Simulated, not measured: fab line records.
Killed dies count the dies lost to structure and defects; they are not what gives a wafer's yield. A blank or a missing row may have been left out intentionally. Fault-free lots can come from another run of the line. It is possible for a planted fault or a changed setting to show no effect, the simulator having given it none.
Lot-split experiment :: flow n5_finfet :: 39 wafers read across 7 lots, on a route 1938 steps long

## ON THE SPLIT
At N5_BEOL_M6_DEP_56 (deposits SiCN from 3MS/NH3, target thk 10 nm, time 17.5 s), the setting target_thk_a was moved away from the recipe's 100 angstrom on 15 of the 39 wafers read, by -50.1% to +49.4%. All remaining wafers had this setting at the recipe value.

The split's own step is where the reading is taken.

## THE READING
SiCN_of_BEOL_M6_DEP_56.thk_nm (the simulator's own value, which no gauge read), in nm, at N5_BEOL_M6_DEP_56 (deposits SiCN from 3MS/NH3, target thk 10 nm, time 17.5 s). There is no usual value for it anywhere in the file. Across the 24 wafers here that went through the recipe, the average is 10.0 nm and the standard deviation 0.22 nm.

wafer: L081.1
tool, chamber at the split: pecvd-04, 0
target_thk_a as run, angstrom: 100
against the recipe: recipe
SiCN_of_BEOL_M6_DEP_56.thk_nm, nm: 9.6
against lot-mates on the recipe: -

wafer: L081.2
tool, chamber at the split: pecvd-04, 1
target_thk_a as run, angstrom: 100
against the recipe: recipe
SiCN_of_BEOL_M6_DEP_56.thk_nm, nm: 9.8
against lot-mates on the recipe: -

wafer: L081.3
tool, chamber at the split: pecvd-04, 2
target_thk_a as run, angstrom: 142.8
against the recipe: +42.8%
SiCN_of_BEOL_M6_DEP_56.thk_nm, nm: 14
against lot-mates on the recipe: +4.2

wafer: L081.4
tool, chamber at the split: pecvd-04, 1
target_thk_a as run, angstrom: 100
against the recipe: recipe
SiCN_of_BEOL_M6_DEP_56.thk_nm, nm: 10
against lot-mates on the recipe: -

wafer: L081.5
tool, chamber at the split: pecvd-04, 2
target_thk_a as run, angstrom: 142.8
against the recipe: +42.8%
SiCN_of_BEOL_M6_DEP_56.thk_nm, nm: 14.2
against lot-mates on the recipe: +4.4

wafer: L081.6
tool, chamber at the split: pecvd-04, 0
target_thk_a as run, angstrom: 142.8
against the recipe: +42.8%
SiCN_of_BEOL_M6_DEP_56.thk_nm, nm: 14.4
against lot-mates on the recipe: +4.6

wafer: L083.1
tool, chamber at the split: pecvd-04, 2,0,1
target_thk_a as run, angstrom: 76.93
against the recipe: -23.1%
SiCN_of_BEOL_M6_DEP_56.thk_nm, nm: 7.8
against lot-mates on the recipe: -2.4

wafer: L083.2
tool, chamber at the split: pecvd-04, 2,0,1
target_thk_a as run, angstrom: 76.93
against the recipe: -23.1%
SiCN_of_BEOL_M6_DEP_56.thk_nm, nm: 7.8
against lot-mates on the recipe: -2.4

wafer: L083.3
tool, chamber at the split: pecvd-04, 2,0,1
target_thk_a as run, angstrom: 76.93
against the recipe: -23.1%
SiCN_of_BEOL_M6_DEP_56.thk_nm, nm: 7.8
against lot-mates on the recipe: -2.4

wafer: L083.4
tool, chamber at the split: pecvd-04, 1
target_thk_a as run, angstrom: 100
against the recipe: recipe
SiCN_of_BEOL_M6_DEP_56.thk_nm, nm: 10.4
against lot-mates on the recipe: -

wafer: L083.5
tool, chamber at the split: pecvd-04, 0
target_thk_a as run, angstrom: 100
against the recipe: recipe
SiCN_of_BEOL_M6_DEP_56.thk_nm, nm: 10
against lot-mates on the recipe: -

wafer: L083.6
tool, chamber at the split: pecvd-04, 2
target_thk_a as run, angstrom: 100
against the recipe: recipe
SiCN_of_BEOL_M6_DEP_56.thk_nm, nm: 10.2
against lot-mates on the recipe: -

wafer: L084.1
tool, chamber at the split: pecvd-03, 0,2,0
target_thk_a as run, angstrom: 100
against the recipe: recipe
SiCN_of_BEOL_M6_DEP_56.thk_nm, nm: 10
against lot-mates on the recipe: -

wafer: L084.2
tool, chamber at the split: pecvd-03, 0,2,0
target_thk_a as run, angstrom: 100
against the recipe: recipe
SiCN_of_BEOL_M6_DEP_56.thk_nm, nm: 10
against lot-mates on the recipe: -

wafer: L084.4
tool, chamber at the split: pecvd-03, 0,2,0
target_thk_a as run, angstrom: 100
against the recipe: recipe
SiCN_of_BEOL_M6_DEP_56.thk_nm, nm: 10
against lot-mates on the recipe: -

wafer: L084.3
tool, chamber at the split: pecvd-03, 1,2
target_thk_a as run, angstrom: 100
against the recipe: recipe
SiCN_of_BEOL_M6_DEP_56.thk_nm, nm: 10.2
against lot-mates on the recipe: -

wafer: L084.6
tool, chamber at the split: pecvd-03, 1,2
target_thk_a as run, angstrom: 100
against the recipe: recipe
SiCN_of_BEOL_M6_DEP_56.thk_nm, nm: 10.2
against lot-mates on the recipe: -

wafer: L084.5
tool, chamber at the split: pecvd-03, 1
target_thk_a as run, angstrom: 100
against the recipe: recipe
SiCN_of_BEOL_M6_DEP_56.thk_nm, nm: 10.4
against lot-mates on the recipe: -

wafer: L086.1
tool, chamber at the split: pecvd-02, 0,2
target_thk_a as run, angstrom: 100
against the recipe: recipe
SiCN_of_BEOL_M6_DEP_56.thk_nm, nm: 9.8
against lot-mates on the recipe: -

wafer: L086.2
tool, chamber at the split: pecvd-02, 0,2
target_thk_a as run, angstrom: 100
against the recipe: recipe
SiCN_of_BEOL_M6_DEP_56.thk_nm, nm: 9.8
against lot-mates on the recipe: -

wafer: L086.3
tool, chamber at the split: pecvd-02, 1
target_thk_a as run, angstrom: 100
against the recipe: recipe
SiCN_of_BEOL_M6_DEP_56.thk_nm, nm: 9.6
against lot-mates on the recipe: -

wafer: L087.1
tool, chamber at the split: pecvd-04, 0
target_thk_a as run, angstrom: 100
against the recipe: recipe
SiCN_of_BEOL_M6_DEP_56.thk_nm, nm: 9.8
against lot-mates on the recipe: -

wafer: L087.2
tool, chamber at the split: pecvd-04, 2,1
target_thk_a as run, angstrom: 100
against the recipe: recipe
SiCN_of_BEOL_M6_DEP_56.thk_nm, nm: 10
against lot-mates on the recipe: -

wafer: L087.3
tool, chamber at the split: pecvd-04, 2,1
target_thk_a as run, angstrom: 100
against the recipe: recipe
SiCN_of_BEOL_M6_DEP_56.thk_nm, nm: 10
against lot-mates on the recipe: -

wafer: L087.4
tool, chamber at the split: pecvd-04, 0,1
target_thk_a as run, angstrom: 149.4
against the recipe: +49.4%
SiCN_of_BEOL_M6_DEP_56.thk_nm, nm: 15
against lot-mates on the recipe: +5.1

wafer: L087.6
tool, chamber at the split: pecvd-04, 0,1
target_thk_a as run, angstrom: 149.4
against the recipe: +49.4%
SiCN_of_BEOL_M6_DEP_56.thk_nm, nm: 15
against lot-mates on the recipe: +5.1

wafer: L087.5
tool, chamber at the split: pecvd-04, 2
target_thk_a as run, angstrom: 149.4
against the recipe: +49.4%
SiCN_of_BEOL_M6_DEP_56.thk_nm, nm: 15.2
against lot-mates on the recipe: +5.3

wafer: L091.1
tool, chamber at the split: pecvd-04, 0,1,1
target_thk_a as run, angstrom: 100
against the recipe: recipe
SiCN_of_BEOL_M6_DEP_56.thk_nm, nm: 10
against lot-mates on the recipe: -

wafer: L091.2
tool, chamber at the split: pecvd-04, 0,1,1
target_thk_a as run, angstrom: 100
against the recipe: recipe
SiCN_of_BEOL_M6_DEP_56.thk_nm, nm: 10
against lot-mates on the recipe: -

wafer: L091.5
tool, chamber at the split: pecvd-04, 0,1,1
target_thk_a as run, angstrom: 100
against the recipe: recipe
SiCN_of_BEOL_M6_DEP_56.thk_nm, nm: 10
against lot-mates on the recipe: -

wafer: L091.3
tool, chamber at the split: pecvd-04, 2
target_thk_a as run, angstrom: 49.86
against the recipe: -50.1%
SiCN_of_BEOL_M6_DEP_56.thk_nm, nm: 4.8
against lot-mates on the recipe: -5.2

wafer: L091.4
tool, chamber at the split: pecvd-04, 2,0
target_thk_a as run, angstrom: 49.86
against the recipe: -50.1%
SiCN_of_BEOL_M6_DEP_56.thk_nm, nm: 5
against lot-mates on the recipe: -5.0

wafer: L091.6
tool, chamber at the split: pecvd-04, 2,0
target_thk_a as run, angstrom: 49.86
against the recipe: -50.1%
SiCN_of_BEOL_M6_DEP_56.thk_nm, nm: 5
against lot-mates on the recipe: -5.0

wafer: L096.1
tool, chamber at the split: pecvd-02, 2,0
target_thk_a as run, angstrom: 49.92
against the recipe: -50.1%
SiCN_of_BEOL_M6_DEP_56.thk_nm, nm: 5
against lot-mates on the recipe: -5.1

wafer: L096.4
tool, chamber at the split: pecvd-02, 2,0
target_thk_a as run, angstrom: 49.92
against the recipe: -50.1%
SiCN_of_BEOL_M6_DEP_56.thk_nm, nm: 5
against lot-mates on the recipe: -5.1

wafer: L096.2
tool, chamber at the split: pecvd-02, 0
target_thk_a as run, angstrom: 100
against the recipe: recipe
SiCN_of_BEOL_M6_DEP_56.thk_nm, nm: 9.8
against lot-mates on the recipe: -

wafer: L096.3
tool, chamber at the split: pecvd-02, 1
target_thk_a as run, angstrom: 49.92
against the recipe: -50.1%
SiCN_of_BEOL_M6_DEP_56.thk_nm, nm: 5.2
against lot-mates on the recipe: -4.9

wafer: L096.5
tool, chamber at the split: pecvd-02, 2
target_thk_a as run, angstrom: 100
against the recipe: recipe
SiCN_of_BEOL_M6_DEP_56.thk_nm, nm: 10.4
against lot-mates on the recipe: -

wafer: L096.6
tool, chamber at the split: pecvd-02, 1
target_thk_a as run, angstrom: 100
against the recipe: recipe
SiCN_of_BEOL_M6_DEP_56.thk_nm, nm: 10.2
against lot-mates on the recipe: -
Where a row lists several chambers, the file gives one row for several wafers and doesn't say which wafer went through which chamber.

FIT RESULTS
A straight line over all 39 wafers: SiCN_of_BEOL_M6_DEP_56.thk_nm changes by +0.1 nm for each +1% of target_thk_a; r = +1.00; the points scatter about the line by 0.2 nm.
The same after taking each lot's own level away (the mean of its wafers on the recipe; 39 wafers): +0.102 nm for each +1%; r = +1.00; scatter 0.14 nm.
Per that fit: largest target_thk_a move, reading shift of 5.1 nm.
The span of the lots' own levels, 9.73 to 10.20 nm, comes to 2.1 times the standard deviation stated above.
Hence the lot-to-lot level has little effect on the slope; both slopes agree.
Check: -5.11 nm against its lot-mates is what the line predicts for one of the wafers moved furthest among these (-50.1%) when that wafer is left out of the fit. It came out at -5.2 nm against them.

## OTHER SPLITS ON THESE WAFERS
These wafers also went through other splits before the reading. Each is held against what the fit with the lots' levels taken away leaves over:
other split on the same wafers: N5_SD_EPI_N_ETCH_16 target_depth_a
wafers away from the commonest value: 12
r with SiCN_of_BEOL_M6_DEP_56.thk_nm (lot level and that fit taken away): +0.11

other split on the same wafers: N5_GATE_CUT_DESCUM_18 time_s
wafers away from the commonest value: 9
r with SiCN_of_BEOL_M6_DEP_56.thk_nm (lot level and that fit taken away): +0.19

other split on the same wafers: N5_BEOL_M0_SAQP_ETCH_84 time_s
wafers away from the commonest value: 9
r with SiCN_of_BEOL_M6_DEP_56.thk_nm (lot level and that fit taken away): -0.10

other split on the same wafers: N5_BEOL_M3_HM_DEP_02 target_thk_a
wafers away from the commonest value: 15
r with SiCN_of_BEOL_M6_DEP_56.thk_nm (lot level and that fit taken away): -0.01

## FILE'S OWN FIT
SiCN_of_BEOL_M6_DEP_56.thk_nm changes by +0.102 nm for each +1% of target_thk_a, r = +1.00.
